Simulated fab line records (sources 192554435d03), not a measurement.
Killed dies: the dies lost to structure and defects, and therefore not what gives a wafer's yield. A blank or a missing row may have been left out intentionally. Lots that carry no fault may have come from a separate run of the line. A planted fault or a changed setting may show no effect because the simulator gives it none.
fab line records	flow n5-finfet
record: lots: 9	wafers: 27	last-day: 18
route steps=1938 shown BEOL_M4@1111 BEOL_M5@1150 PASSIVATION@1936
lots with no fault: from the same line, run without faults
start-h: the number of hours between the record's first day and the start of the first shown wafer of the lot	wait-h: how many hours have passed since the lot's step before this one	" repeats the value in the row above	L1.1+2: a single row standing in for several wafers	- no value, or no start was given	* or withheld: withheld	< > ~ a bound
route shown NAME@n: names a module that has steps shown in the file, with the first one's number in the route	usual: mean/standard deviation of fault-free wafers	same: alike in all rows	chamber/n: place in a boat	sites: per-site readings	_std_site: standard deviation across them	_edge_site: mean of outer sites minus mean of inner sites	radius-mm: how far each site lies from the wafer's centre	mask NAME#n: copy n	behind: tool/chamber where the wafer was last shaped	hold: cause of the lot's hold/its duration in hours/its outcome	device: transistor that didn't switch, given as n, p or np	end of line: the route-end tests of the same wafers	a step without rows: its recipe alone	killed: count of dies lost to structure and defects at first sort (not the wafer's yield)	map: a wafer's dies, x killed, . not, _ none there
set.NAME: the setting that was run; set.NAME@STEP: the one run at that earlier step	model.NAME: the simulator's own value behind a step, which no gauge read
steps of the route over a sample of lots; a table a step, a row a wafer
services: from which hour (start-h, from the record's first day; less than 0 if before it) a tool's chamber was out of use, for how many hours, and why
== steps ==
step: N5_BEOL_M4_RC_MEAS_101
usual: DIBL_N: 37.1/1.8	DIBL_P: 37.2/2.1	IOFF_N: 0.17/0.033	IOFF_P: 0.22/0.037	ION_N: 680/11	ION_P: 464/7.7	SS_N: 71.7/0.63	SS_P: 73.6/0.67	VT_N: 248.9/2.9	VT_P: -251/3.6
lot.wafer	tool	chamber	start-h	wait-h	DIBL_N[mV/V]	DIBL_P[mV/V]	IOFF_N[nA/um]	IOFF_P[nA/um]	ION_N[uA/um]	ION_P[uA/um]	SS_N[mV/dec]	SS_P[mV/dec]	VT_N[mV]	VT_P[mV]
L306.1	prober-01	0	187.64	0.0	37.7	39.0	0.21	0.24	684	467	72.2	74.0	244.9	-249
L306.3	"	0	"	"	32.4	32.8	0.11	0.15	666	458	70.6	72.1	253.1	-256
L306.6	"	0	"	"	36.1	37.3	0.18	0.21	682	465	71.9	73.8	246.9	-250
L304.1	prober-02	0	213.05	0.0	37.9	37.9	0.17	0.20	671	454	72.0	73.3	250.8	-250
L304.5	"	0	"	"	38.6	38.6	0.19	0.22	677	459	72.0	73.4	247.7	-249
L304.6	"	0	"	"	38.9	40.7	0.21	0.26	713	480	71.7	73.4	244.9	-249
L309.3	prober-02	0	216.44	0.3	37.3	37.8	0.18	0.23	690	467	71.9	74.0	246.8	-249
L309.4	"	0	"	"	39.4	38.5	0.21	0.24	693	462	72.3	74.5	245.6	-248
L309.6	"	0	"	"	37.5	36.9	0.18	0.22	689	468	71.6	73.8	246.4	-249
L321.3	prober-01	0	286.01	0.3	36.6	36.0	0.15	0.20	673	461	71.4	73.1	251.9	-249
L321.5	"	0	"	"	35.4	34.3	0.13	0.18	687	472	71.3	73.1	251.6	-252
L321.6	"	0	"	"	39.7	38.6	0.21	0.24	671	455	72.8	73.6	248.7	-250
L322.3	prober-01	0	286.94	0.6	33.3	35.1	0.13	0.18	675	461	70.6	73.1	252.0	-251
L322.4	"	0	"	"	34.7	36.7	0.14	0.21	682	465	70.8	72.9	249.0	-250
L322.6	"	0	"	"	34.8	38.0	0.15	0.23	678	470	71.7	74.3	249.5	-248
L324.1	prober-02	0	313.82	0.0	35.7	35.8	0.15	0.21	669	465	71.6	73.1	250.2	-251
L324.2	"	0	"	"	35.8	34.0	0.15	0.19	673	461	72.0	72.5	251.8	-252
L324.5	"	0	"	"	37.6	37.0	0.17	0.22	674	468	72.0	73.2	251.1	-249
L325.2	prober-01	0	318.01	0.2	38.4	37.9	0.20	0.24	695	469	72.2	74.3	243.4	-249
L325.3	"	0	"	"	37.4	36.2	0.18	0.22	678	461	72.0	73.4	247.8	-251
L325.4	"	0	"	"	37.3	35.7	0.17	0.21	666	461	71.5	73.1	249.1	-252
L326.2	prober-02	0	322.86	0.2	39.5	39.0	0.18	0.24	664	463	71.9	73.9	249.3	-248
L326.3	"	0	"	"	40.7	38.9	0.21	0.24	678	461	73.2	74.5	247.9	-247
L326.4	"	0	"	"	37.4	35.8	0.16	0.20	680	461	71.3	73.8	250.8	-250
L327.2	prober-02	0	325.78	0.2	40.8	40.8	0.27	0.34	703	477	73.1	74.0	242.1	-241
L327.4	"	0	"	"	35.2	34.0	0.13	0.20	677	463	72.0	72.0	251.3	-248
L327.5	"	0	"	"	37.1	36.9	0.18	0.25	679	467	71.7	73.6	248.0	-244
step: N5_BEOL_M5_INSPECT_30
recipe: mode: adi	inspect-instrument: brightfield
usual: raw-defect-count: 405/73
lot.wafer	tool	chamber	start-h	wait-h	raw-defect-count
L306.1	defect-inspect-02	-	191.89	0.1	405
L306.3	"	-	"	"	354
L306.6	"	-	"	"	393
L304.1	defect-inspect-02	-	218.50	0.1	471
L304.5	"	-	"	"	404
L304.6	"	-	"	"	236
L309.3	defect-inspect-01	-	222.52	0.0	456
L309.4	"	-	"	"	469
L309.6	"	-	"	"	466
L321.3	defect-inspect-02	-	294.64	0.0	460
L321.5	"	-	"	"	380
L321.6	"	-	"	"	377
L322.3	defect-inspect-01	-	295.05	0.0	330
L322.4	"	-	"	"	489
L322.6	"	-	"	"	451
L324.1	defect-inspect-01	-	320.32	0.1	411
L324.2	"	-	"	"	288
L324.5	"	-	"	"	381
L325.2	defect-inspect-02	-	324.20	0.0	438
L325.3	"	-	"	"	424
L325.4	"	-	"	"	458
L327.2	defect-inspect-02	-	329.85	0.0	466
L327.4	"	-	"	"	484
L327.5	"	-	"	"	328
L326.2	defect-inspect-01	-	330.11	0.0	396
L326.3	"	-	"	"	418
L326.4	"	-	"	"	434
step: N5_BEOL_M5_VIA_ETCH_34
recipe: chemistry: C4F6/O2	target: SiCOH_lowk	target-depth-a: 883	mask-material: SOC	taper-deg: 4	time-s: 39.2	ion-energy-ev: 250	pressure-mtorr: 30	source-w: 345	bias-w: 185	Ar_flow_sccm: 300	C4F6_flow_sccm: 10	O2_flow_sccm: 10
usual: drypump-motor-current-A: 5.8/0.37	oes-product-au: 0.81/0.087	rf-vpp-V: 668/12	showerhead-plenum-p-Torr: 2.88/0.087	throttle-valve-pct: 20.93/0.23
lot.wafer	tool	chamber	start-h	wait-h	drypump-motor-current-A	oes-product-au	rf-hours-counter-h	rf-vpp-V	showerhead-plenum-p-Torr	throttle-valve-pct
L306.1	rie-diel-02	3	192.10	0.0	5.9	0.88	40	642	2.92	20.89
L306.3	"	0	"	"	6.5	0.69	228	669	2.70	21.02
L306.6	"	3	"	"	5.9	0.88	-	643	2.92	20.87
L304.1	rie-diel-04	0	218.71	0.0	6.3	0.67	269	677	2.68	21.17
L304.5	"	0	"	"	6.3	0.67	-	678	2.68	21.18
L304.6	"	3	"	"	5.4	0.84	-	667	2.90	20.68
L309.3	rie-diel-02	1	223.15	0.0	5.9	0.73	162	676	2.84	21.15
L309.4	"	3	"	"	5.9	0.86	50	642	2.91	20.88
L309.6	"	3	"	"	5.9	0.86	-	642	2.91	20.91
L321.3	rie-diel-02	2	294.86	0.0	5.2	0.85	60	674	2.89	20.90
L321.5	"	2	"	"	5.3	0.85	-	674	2.89	20.90
L321.6	"	1	"	"	5.9	0.72	-	674	2.83	21.18
L322.3	rie-diel-02	0	295.27	0.0	6.5	0.99	4	680	3.03	20.70
L322.4	"	1	"	"	5.9	0.72	183	675	2.83	21.18
L322.6	"	2	"	"	5.3	0.85	-	676	2.89	20.92
L324.1	rie-diel-02	3	320.82	0.0	5.9	0.82	83	642	2.90	20.95
L324.2	"	0	"	"	6.5	0.96	13	678	3.03	20.71
L324.5	"	2	"	"	5.3	0.84	-	675	2.89	20.91
L325.2	rie-diel-04	3	324.41	0.0	5.4	0.79	108	667	2.89	20.76
L325.3	"	2	"	"	5.4	0.74	158	688	2.98	21.10
L325.4	"	1	"	"	5.8	0.94	13	650	2.81	20.80
L327.2	rie-diel-02	2	330.06	0.0	5.2	0.84	72	674	2.89	20.93
L327.4	"	1	"	"	5.9	0.71	195	673	2.83	21.20
L327.5	"	2	"	"	5.2	0.83	-	675	2.89	20.91
L326.2	rie-diel-06	0	330.33	0.0	5.9	0.83	75	663	2.89	20.62
L326.3	"	1	"	"	5.9	0.90	39	675	3.00	20.75
L326.4	"	3	"	"	5.9	0.79	114	675	2.76	21.31
step: N5_BEOL_M5_STRIP_36
recipe: chemistry: N2/H2	power-w: 450	temp-c: 40	pressure-mtorr: 20	rf-frequency-hz: 6e+07	overash-fraction: 0.3	bias-power-w: 7	h2-frac: 0.5	n2-flow-sccm: 200	h2-flow-sccm: 200
usual: bias-power-w: 7.003/0.022	chamber-pressure-mTorr: 20.00/0.036	drypump-motor-current-A: 5.8/0.37	h2-flow-sccm: 200.0/0.65	oes-product-au: 0.81/0.087	rf-vpp-V: 59.2/1.5	showerhead-plenum-p-Torr: 2.56/0.083	throttle-valve-pct: 23.8/0.34
lot.wafer	tool	chamber	start-h	wait-h	bias-power-w	chamber-pressure-mTorr	drypump-motor-current-A	h2-flow-sccm	oes-product-au	rf-hours-counter-h	rf-vpp-V	showerhead-plenum-p-Torr	throttle-valve-pct
L306.1	rie-diel-02	3	192.15	0.0	7.016	20.01	5.9	199.9	0.89	40	60.8	2.59	23.6
L306.3	"	0	"	"	7.011	19.98	6.6	200.6	0.70	228	55.7	2.39	23.8
L306.6	"	3	"	"	6.983	20.01	5.9	200.2	0.89	-	58.5	2.59	23.6
L304.1	rie-diel-04	0	218.76	0.0	6.942	19.97	6.3	200.2	0.67	269	56.5	2.39	24.1
L304.5	"	0	"	"	6.940	20.01	6.4	200.8	0.68	-	59.6	2.39	24.1
L304.6	"	3	"	"	6.972	20.02	5.4	199.6	0.84	-	58.1	2.58	23.7
L309.3	rie-diel-02	1	223.20	0.0	7.017	20.04	5.9	200.4	0.74	162	57.9	2.53	24.1
L309.4	"	3	"	"	7.028	20.02	5.9	200.2	0.88	50	58.5	2.59	23.6
L309.6	"	3	"	"	7.018	19.94	5.9	200.5	0.88	-	59.3	2.59	23.5
L321.3	rie-diel-02	2	294.90	0.0	-	-	-	-	-	-	-	-	-
L321.5	"	2	"	"	-	-	-	-	-	-	-	-	-
L321.6	"	1	"	"	-	-	-	-	-	-	-	-	-
L322.3	rie-diel-02	0	295.31	0.0	-	-	-	-	-	-	-	-	-
L322.4	"	1	"	"	-	-	-	-	-	-	-	-	-
L322.6	"	2	"	"	-	-	-	-	-	-	-	-	-
L324.1	rie-diel-02	3	320.86	0.0	6.985	19.98	5.9	199.8	0.83	83	58.1	2.57	23.6
L324.2	"	0	"	"	6.991	20.07	6.5	199.5	0.96	13	60.2	2.69	23.6
L324.5	"	2	"	"	6.983	19.96	5.2	199.2	0.85	-	58.5	2.58	23.8
L325.2	rie-diel-04	3	324.46	0.0	6.977	19.93	5.4	199.7	0.79	108	60.7	2.57	23.7
L325.3	"	2	"	"	7.011	20.04	5.4	200.0	0.75	158	61.0	2.66	23.8
L325.4	"	1	"	"	7.024	19.98	5.8	200.0	0.95	13	58.7	2.50	23.6
L327.2	rie-diel-02	2	330.11	0.0	7.022	20.02	5.2	199.7	0.83	72	58.2	2.57	23.8
L327.4	"	1	"	"	7.020	20.03	5.9	200.1	0.71	195	57.6	2.52	24.2
L327.5	"	2	"	"	6.971	19.99	5.3	199.8	0.84	-	60.4	2.57	23.8
L326.2	rie-diel-06	0	330.37	0.0	7.023	20.02	5.9	200.8	0.83	75	59.5	2.57	23.1
L326.3	"	1	"	"	6.985	19.99	5.9	200.2	0.90	39	58.4	2.69	23.7
L326.4	"	3	"	"	7.014	20.00	5.8	199.7	0.78	114	61.0	2.45	24.4
step: N5_BEOL_M5_DEGAS_44
recipe: ambient: vacuum	temp-c: 250	time-s: 60
usual: heater-power-w: 321/32
lot.wafer	tool	chamber	start-h	wait-h	heater-power-w
L306.1	pvd-sputter-01	-	193.01	0.4	314
L306.3	"	-	"	"	330
L306.6	"	-	"	"	309
L304.1	pvd-sputter-01	-	219.88	0.7	310
L304.5	"	-	"	"	327
L304.6	"	-	"	"	329
L309.3	pvd-sputter-02	-	223.97	0.2	286
L309.4	"	-	"	"	364
L309.6	"	-	"	"	300
L321.3	pvd-sputter-01	-	295.70	0.3	328
L321.5	"	-	"	"	310
L321.6	"	-	"	"	324
L322.3	pvd-sputter-03	-	296.16	0.3	280
L322.4	"	-	"	"	324
L322.6	"	-	"	"	284
L324.1	pvd-sputter-03	-	321.86	0.6	307
L324.2	"	-	"	"	288
L324.5	"	-	"	"	283
L325.2	pvd-sputter-02	-	325.39	0.4	370
L325.3	"	-	"	"	376
L325.4	"	-	"	"	286
L327.2	pvd-sputter-02	-	331.04	0.4	370
L327.4	"	-	"	"	361
L327.5	"	-	"	"	303
L326.2	pvd-sputter-02	-	331.24	0.4	290
L326.3	"	-	"	"	298
L326.4	"	-	"	"	366
step: N5_PASSIVATION_PROBE_49
usual: defect-limited-yield: 91.7/1.5	killed_at_M0_to_M3: 32/10	killed_at_M4_up: 14/5.3	killed-at-contacts: 13/5.7	killed-at-front-end: 37/10	killed-at-other: 3.3/2.5	killed-dies: 98/18	killed-on-rim: 13/3.6	killed-open: 65/13	killed-short: 31/7.5	sort_bin_5_function: 4.9/0.91	sort_bin_6_memory: 3.1/0.71	sort_bin_8_speed: 0.00/0.017	sort-n-pass: 1082/18	sort-yield-pct: 91.7/1.5
same: gross-dies: 1180	killed-at-back-side: 0	sort_bin_4_leakage[%]: 0
lot.wafer	tool	chamber	start-h	wait-h	defect-limited-yield[%]	killed_at_M0_to_M3	killed_at_M4_up	killed-at-contacts	killed-at-front-end	killed-at-other	killed-dies	killed-on-rim	killed-open	killed-short	sort_bin_5_function[%]	sort_bin_6_memory[%]	sort_bin_8_speed[%]	sort-n-pass	sort-yield-pct[%]
L321.3	prober-02	-	394.37	0.1	0	50	1086	8	34	2	1180	152	60	37	96.9	2.9	0	0	0
L321.5	prober-02	-	394.47	0.2	0	37	1094	15	28	6	1180	152	63	38	96.0	3.7	0	0	0
L321.6	prober-02	-	394.52	0.3	0	37	1081	11	50	1	1180	152	76	32	96.5	3.2	0	0	0
L322.3	prober-02	-	399.07	0.1	0	26	1127	13	11	3	1180	152	42	21	97.7	2.0	0	0	0
L322.4	prober-02	-	399.12	0.2	0	36	1110	10	23	1	1180	152	47	32	96.8	3.1	0	0	0
L322.6	prober-02	-	399.22	0.3	0	32	1096	12	38	2	1180	152	66	29	96.6	3.4	0	0	0
L325.2	prober-02	-	428.52	0.1	91.3	28	16	10	44	5	103	17	74	29	5.1	3.3	0	1077	91.3
L325.3	prober-02	-	428.57	0.1	89.9	47	11	10	48	3	119	16	82	33	5.3	4.2	0	1061	89.9
L325.4	prober-02	-	428.62	0.2	90.0	39	20	9	46	4	118	12	85	33	5.8	4.1	0	1062	90.0
killed by level:class
L321.3 BEOL_M5:area-ald=1083 BEOL_M1:geometric-particle:open=13 BEOL_M3:geometric-particle:open=11 GATE_CUT:geometric-particle:short=7 MOL_CONTACT_COAG:geometric-particle:open=7 FIN_SAQP:geometric-particle:open=5 STI_FIN_REVEAL:geometric-particle:open=5 BEOL_M0_SAQP:geometric-particle:short=5
L321.5 BEOL_M5:area-ald=1074 MOL_CONTACT_COAG:geometric-particle:open=12 BEOL_M0_SAQP:geometric-particle:short=11 BEOL_M0_SAQP:geometric-particle:open=9 BEOL_M1:geometric-particle:open=6 BEOL_M5:geometric-particle:open=6 DUMMY_GATE:geometric-particle:open=5 GATE_CUT:geometric-particle:short=5
L321.6 BEOL_M5:area-ald=1072 STI_FIN_REVEAL:geometric-particle:open=15 FIN_SAQP:geometric-particle:open=12 FIN_SAQP:geometric-particle:short=9 MOL_CONTACT_COAG:geometric-particle:open=7 BEOL_M1:geometric-particle:open=7 BEOL_M2:geometric-particle:open=7 BEOL_M0_SAQP:geometric-particle:short=6
L322.3 BEOL_M5:area-ald=1117 MOL_CONTACT_COAG:geometric-particle:open=11 BEOL_M2:geometric-particle:open=7 BEOL_M4:geometric-particle:open=6 BEOL_M0_SAQP:geometric-particle:short=5 BEOL_M0_SAQP:geometric-particle:open=5 DUMMY_GATE:geometric-particle:open=4 BEOL_M1:geometric-particle:open=3
L322.4 BEOL_M5:area-ald=1101 BEOL_M2:geometric-particle:open=11 MOL_CONTACT_COAG:geometric-particle:open=9 BEOL_M0_SAQP:geometric-particle:short=9 BEOL_M0_SAQP:geometric-particle:open=6 FIN_SAQP:geometric-particle:short=5 BEOL_M2:geometric-particle:short=5 DUMMY_GATE:geometric-particle:open=4
L322.6 BEOL_M5:area-ald=1085 STI_FIN_REVEAL:geometric-particle:open=16 BEOL_M2:geometric-particle:open=10 MOL_CONTACT_COAG:geometric-particle:open=9 BEOL_M0_SAQP:geometric-particle:open=7 BEOL_M4:geometric-particle:open=7 BEOL_M0_SAQP:geometric-particle:short=5 GATE_CUT:geometric-particle:short=4
L325.2 STI_FIN_REVEAL:geometric-particle:open=14 MOL_CONTACT_COAG:geometric-particle:open=8 BEOL_M3:geometric-particle:open=7 BEOL_M4:geometric-particle:open=6 STI_FIN_REVEAL:geometric-particle:short=5 BEOL_M0_SAQP:geometric-particle:open=5 DUMMY_GATE:geometric-particle:open=4 BEOL_M2:geometric-particle:open=4
L325.3 STI_FIN_REVEAL:geometric-particle:open=13 BEOL_M3:geometric-particle:open=13 BEOL_M2:geometric-particle:open=10 DUMMY_GATE:geometric-particle:open=8 MOL_CONTACT_COAG:geometric-particle:open=8 BEOL_M0_SAQP:geometric-particle:open=6 GATE_CUT:geometric-particle:short=5 BEOL_M0_SAQP:geometric-particle:short=5
L325.4 STI_FIN_REVEAL:geometric-particle:open=15 BEOL_M2:geometric-particle:open=11 MOL_CONTACT_COAG:geometric-particle:open=9 FIN_SAQP:geometric-particle:open=8 BEOL_M1:geometric-particle:open=7 BEOL_M0_SAQP:geometric-particle:short=6 FIN_SAQP:geometric-particle:short=5 BEOL_M4:geometric-particle:open=5
== services ==
tool	chamber	start-h	hours	kind
rie-diel-06	1	180.43	-	clean
rie-diel-06	1	180.43	-	consumable-replace:focus-ring
rie-diel-06	1	180.43	-	consumable-replace:showerhead
rie-diel-02	1	183.49	5.8	repair
rie-diel-02	-	199.34	2.8	pm
rie-diel-04	0	228.92	-	clean
rie-diel-04	0	228.92	-	consumable-replace:focus-ring
rie-diel-04	0	228.92	-	consumable-replace:showerhead
rie-diel-04	0	228.92	27.6	scheduled-down
rie-diel-04	0	228.92	27.6	vent-cycle
rie-diel-04	1	256.49	-	clean
rie-diel-04	1	256.49	-	consumable-replace:focus-ring
rie-diel-04	1	256.49	17.6	scheduled-down
rie-diel-04	1	256.49	17.6	vent-cycle
rie-diel-06	1	256.96	4.2	repair
rie-diel-02	0	265.89	-	clean
rie-diel-02	0	265.89	-	consumable-replace:focus-ring
rie-diel-02	0	265.89	-	consumable-replace:showerhead
rie-diel-02	0	265.89	15.8	scheduled-down
rie-diel-02	0	265.89	15.8	vent-cycle
rie-diel-06	-	301.29	2.1	repair
== key ==
first-sign: step: N5_BEOL_M5_STRIP_36	reading: tool-record	direction: missing
effect: step: N5_PASSIVATION_PROBE_49	reading: killed_at_M4_up	direction: up	sigmas: 99+	usual: 14	struck: 1099
more-kills-born-at: N5_BEOL_M5_ALD_86@ald-metal-04: 3303	N5_BEOL_M5_ALD_86@ald-metal-03: 3229
met-at N5_BEOL_M5_STRIP_36
struck-lots L321,L322
later-rows-left-out L321.3,L321.5,L321.6,L322.3,L322.4,L322.6
not-acting-at N5_BEOL_M5_INSPECT_30,N5_BEOL_M5_VIA_ETCH_34,N5_BEOL_M5_DEGAS_44
onset-between 223.20 294.90
fault: kind: skipped-step-whole	tool: rie-diel-02	chamber: -	onset-h: 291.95	steps: N5_BEOL_M5_STRIP_36	scope: struck-lots-only
later-rows-left-out: the simulator's readings of these wafers behind a module that went badly wrong aren't trusted and aren't shown, but for the sort
